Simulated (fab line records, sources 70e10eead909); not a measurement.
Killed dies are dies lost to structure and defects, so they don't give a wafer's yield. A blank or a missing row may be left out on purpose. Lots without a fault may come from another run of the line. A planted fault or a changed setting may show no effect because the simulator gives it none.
Chamber matching | flow nand_harc | NHARC_A_SLIT_ETCH_29 on rie_diel-10: 4 sister chambers
The step etches the open film in CF4/O2, target depth 100 nm, overetch 10 nm, time 55 s. 8 wafers are shown with their chamber, then 7 later ones without.

WAFERS WITH THEIR CHAMBER
wafer  | chamber | drypump_motor_current_A (A) | rf_vpp_V (V)
L539.2 | 0       | 6.2                         | 200.1
L545.1 | 3       | 5.7                         | 199.4
L545.5 | 2       | 6.1                         | 196.7
L546.1 | 2       | 6.0                         | 197.1
L546.2 | 1       | 5.0                         | 198.1
L546.5 | 3       | 5.7                         | 201.5
L548.1 | 1       | 5.0                         | 197.1
L548.2 | 0       | 6.2                         | 200.3

WAFERS WITHOUT THEIR CHAMBER
wafer  | drypump_motor_current_A (A) | rf_vpp_V (V)
L548.6 | 5.0                         | 197.1
L551.1 | 6.2                         | 199.3
L551.3 | 5.0                         | 197.2
L551.6 | 6.2                         | 199.2
L550.1 | 5.8                         | 200.2
L550.3 | 6.1                         | 196.0
L550.4 | 5.0                         | 197.5

WHICH CHAMBER EACH WENT THROUGH
wafer  | from the rows above | in truth
L548.6 | 1                   | 1
L551.1 | 0                   | 0
L551.3 | 1                   | 1
L551.6 | 0                   | 0
L550.1 | 3                   | 3
L550.3 | 2                   | 2
L550.4 | 1                   | 1
Placed correctly: 7 of 7. Can't be placed from these rows: 0. Placed wrongly: 0.
How it was worked out, from the rows above alone: a wafer's distance from a chamber is the root of the sum, over the readings, of the square of ((its reading less the chamber's mean) divided by the reading's scatter). The wafer belongs to the nearest chamber; if the next one is less than 2 further off, it can't be placed. A chamber's mean is the mean of its shown wafers. The scatter: the root of (the sum of the squares of (reading less its chamber's mean) over the shown wafers, divided by (wafers less chambers)).
